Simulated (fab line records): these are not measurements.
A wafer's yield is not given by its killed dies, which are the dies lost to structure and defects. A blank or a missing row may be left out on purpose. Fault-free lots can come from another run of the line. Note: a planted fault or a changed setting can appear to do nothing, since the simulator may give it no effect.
Problem report, 8D (eight disciplines) form, completed by code    flow n5 finfet    the parts of the form that need people (team, actions taken, sign-off) are left out

1. WHAT WENT WRONG
killed_at_M4_up at N5_PASSIVATION_PROBE_49 reads a mean of 81 on 6 wafers of 2 lots; wafers without a fault read 14 with a standard deviation of 5.7. That puts it +12 standard deviations away from the usual mean.
The first sign was on wafer L837.1 at day 15 22:50, on prober-01. The record has a number at this step for 6 wafers belonging to 2 lots. Rule for "out", or "out of limits": more than 4 standard deviations from the usual mean. Any other wafer with a number is counted as sound.

2. WHAT IT IS, AND WHAT IT ISN'T
question                     is                      is not
which readings at this step  killed_at_M4_up         killed at contacts, killed at front end, killed at other, killed short
which lots                   L837, L838              -
which wafers of those lots   all that have a number  -
read on which tools          prober-01               -
when                         from day 15 22:50       up to then (0 sound wafers)

3. WHAT RULES OUT EACH SUSPECT
Counting: a tool at any process step up to the reading remains a suspect when it ran all the lots that are out and ran no sound lot after the first of those.
- rie diel-02 at N5_BEOL_M5_ETCH_72 (etches underlayer in N2/H2, target depth 6.5 nm, time 5.2 s): kept. It ran every lot that is out, first L837 (day 11 12:39), and no sound lot after that.
- prober-01 at N5_PASSIVATION_PROBE_49: kept. It ran every lot that is out, first L837 (day 15 22:50), and no sound lot after that. Its own killed_at_M4_up readings are out on those wafers.
Left after counting: rie diel-02 at N5_BEOL_M5_ETCH_72, prober-01 at N5_PASSIVATION_PROBE_49.

4. THE CAUSE (what the simulator had put in)
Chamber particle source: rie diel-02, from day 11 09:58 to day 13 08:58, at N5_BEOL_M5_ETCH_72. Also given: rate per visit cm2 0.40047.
Counting leaves 2 suspects; this tool is one of them.

5. THE CHAIN OF EFFECTS, in route order
Rows list readings where the struck wafers' mean (over those with a number) sits beyond 3 standard deviations from the usual. Scope: only readings with a usual standard deviation given in the record; hours: median across lots of the time from each lot's start at the first step in this table that gives one to its start at this step; sigmas: change in usual standard deviations.
hours  step                     reading               usual   on struck wafers  change  sigmas
0      N5_PASSIVATION_PROBE_49  defect limited yield  91.1 %  86.3              -4.8    -3.4
0      N5_PASSIVATION_PROBE_49  killed_at_M4_up       14      81                +67     +12
0      N5_PASSIVATION_PROBE_49  killed dies           105     162               +57     +3.3
0      N5_PASSIVATION_PROBE_49  sort_bin_5_function   5.3 %   8.8               +3.5    +3.6
0      N5_PASSIVATION_PROBE_49  sort n pass           1075    1018              -57     -3.3
0      N5_PASSIVATION_PROBE_49  sort yield pct        91.1 %  86.3              -4.8    -3.4
Process steps it contains:
- N5_PASSIVATION_PROBE_49

6. WHAT WOULD HAVE CAUGHT IT SOONER
109 hours passed between the start of the fault at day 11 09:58 and the first reading out of limits in this record, taken at day 15 22:50.
An alarm limit of 4 standard deviations would not have fired on the tool readings at N5_BEOL_M5_ETCH_72 for which the record gives a usual standard deviation, since none of them was out on any struck wafer.
By day 15 22:50 the whole set of lots that are out, 2 in number, had already begun N5_BEOL_M5_ETCH_72 on rie diel-02. None of them would have been spared by holding the tool at that moment.
